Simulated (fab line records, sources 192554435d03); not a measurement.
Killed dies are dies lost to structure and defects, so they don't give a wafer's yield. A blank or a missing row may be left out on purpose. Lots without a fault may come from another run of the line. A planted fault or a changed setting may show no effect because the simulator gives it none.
Chamber matching | flow n5_finfet | N5_BEOL_M7_ETCH_61 on rie_diel-04: 4 sister chambers
The step etches SiARC in CF4, target depth 45.5 nm, time 75.8 s. 14 wafers are shown with their chamber, then 7 later ones without.

WAFERS WITH THEIR CHAMBER
wafer  | chamber | drypump_motor_current_A (A) | throttle_valve_pct (%) | showerhead_plenum_p_Torr (Torr)
L076.3 | 3       | 5.4                         | 15.34                  | 2.18
L076.4 | 0       | 5.4                         | 15.54                  | 2.06
L076.6 | 1       | 6.4                         | 15.65                  | 2.17
L078.1 | 2       | 5.3                         | 15.28                  | 2.19
L078.3 | 0       | 5.4                         | 15.55                  | 2.06
L078.5 | 3       | 5.4                         | 15.34                  | 2.18
L079.1 | 3       | 5.4                         | 15.35                  | 2.17
L079.4 | 2       | 5.2                         | 15.27                  | 2.19
L079.6 | 2       | 5.3                         | 15.28                  | 2.19
L085.3 | 2       | 5.3                         | 15.29                  | 2.19
L085.5 | 0       | 5.4                         | 15.57                  | 2.06
L085.6 | 1       | 6.5                         | 15.67                  | 2.16
L089.4 | 0       | 5.4                         | 15.59                  | 2.05
L089.5 | 0       | 5.4                         | 15.59                  | 2.05

SIGNATURES (means of the wafers above)
reading                  | chamber 0 | chamber 1 | chamber 2 | chamber 3 | scatter within a chamber
drypump_motor_current_A  | 5.400     | 6.450     | 5.275     | 5.400     | 0.0354
throttle_valve_pct       | 15.5680   | 15.6600   | 15.2800   | 15.3433   | 0.016
showerhead_plenum_p_Torr | 2.0560    | 2.1650    | 2.1900    | 2.1767    | 0.00486
Rule: a wafer's distance from a chamber is the root of the sum, over the readings, of the square of ((its reading less the chamber's mean) divided by the reading's scatter). The wafer belongs to the nearest chamber; if the next one is less than 2 further off, it can't be placed. The scatter: the root of (the sum of the squares of (reading less its chamber's mean) over the shown wafers, divided by (wafers less chambers)).

WAFERS WITHOUT THEIR CHAMBER
wafer  | drypump_motor_current_A (A) | throttle_valve_pct (%) | showerhead_plenum_p_Torr (Torr)
L089.6 | 5.4                         | 15.39                  | 2.17
L095.1 | 5.4                         | 15.41                  | 2.16
L095.2 | 6.4                         | 15.72                  | 2.16
L095.3 | 5.4                         | 15.61                  | 2.05
L094.2 | 5.4                         | 15.40                  | 2.16
L094.4 | 5.2                         | 15.31                  | 2.18
L094.5 | 6.4                         | 15.70                  | 2.16

WHICH CHAMBER EACH WENT THROUGH
wafer  | from the rows above | in truth
L089.6 | 3                   | 3
L095.1 | 3                   | 3
L095.2 | 1                   | 1
L095.3 | 0                   | 0
L094.2 | 3                   | 3
L094.4 | 2                   | 2
L094.5 | 1                   | 1
Placed correctly: 7 of 7. Can't be placed from these rows: 0. Placed wrongly: 0.
